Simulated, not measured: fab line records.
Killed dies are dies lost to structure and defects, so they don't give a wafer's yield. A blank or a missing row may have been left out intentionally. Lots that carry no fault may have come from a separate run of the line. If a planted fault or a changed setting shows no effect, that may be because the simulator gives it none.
Matching of chambers | flow n5_finfet | rie_diel-04 running N5_SDB_STRIP_21: 4 sister chambers
The step strips in CF4. 8 wafers are shown with their chamber, then 10 later ones without.

WAFERS, EACH WITH ITS CHAMBER
wafer  | chamber | drypump_motor_current_A (A) | showerhead_plenum_p_Torr (Torr)
L081.6 | 0       | 5.1                         | 1.71
L084.2 | 3       | 5.0                         | 1.83
L084.4 | 1       | 5.9                         | 1.74
L084.6 | 0       | 5.0                         | 1.71
L089.3 | 1       | 5.8                         | 1.74
L089.5 | 2       | 6.0                         | 1.82
L090.3 | 2       | 6.0                         | 1.82
L090.4 | 3       | 5.0                         | 1.82

WAFERS WITHOUT THEIR CHAMBER
wafer  | drypump_motor_current_A (A) | showerhead_plenum_p_Torr (Torr)
L090.5 | 5.8                         | 1.74
L091.1 | 5.0                         | 1.82
L091.2 | 6.0                         | 1.82
L091.4 | 6.0                         | 1.82
L096.3 | 5.0                         | 1.82
L096.4 | 5.0                         | 1.82
L096.5 | 5.0                         | 1.70
L097.4 | 5.0                         | 1.70
L097.5 | 5.0                         | 1.82
L097.6 | 5.0                         | 1.70

EACH ONE'S CHAMBER
wafer  | from the rows above | in truth
L090.5 | 1                   | 1
L091.1 | 3                   | 3
L091.2 | 2                   | 2
L091.4 | 2                   | 2
L096.3 | 3                   | 3
L096.4 | 3                   | 3
L096.5 | 0                   | 0
L097.4 | 0                   | 0
L097.5 | 3                   | 3
L097.6 | 0                   | 0
Correctly placed: 10 of 10. Left unplaced by these rows: 0. Wrongly placed: 0.
How it was worked out, from the rows above alone: a wafer's distance from a chamber is the root of the sum, over the readings, of the square of ((its reading less the chamber's mean) divided by the reading's scatter). The wafer belongs to the nearest chamber; if the next one is less than 2 further off, it can't be placed. Each chamber's mean is taken over the wafers shown for it. The scatter is the square root of a quotient: the sum, over the shown wafers, of each reading's squared deviation from its chamber's mean, divided by wafers minus chambers.
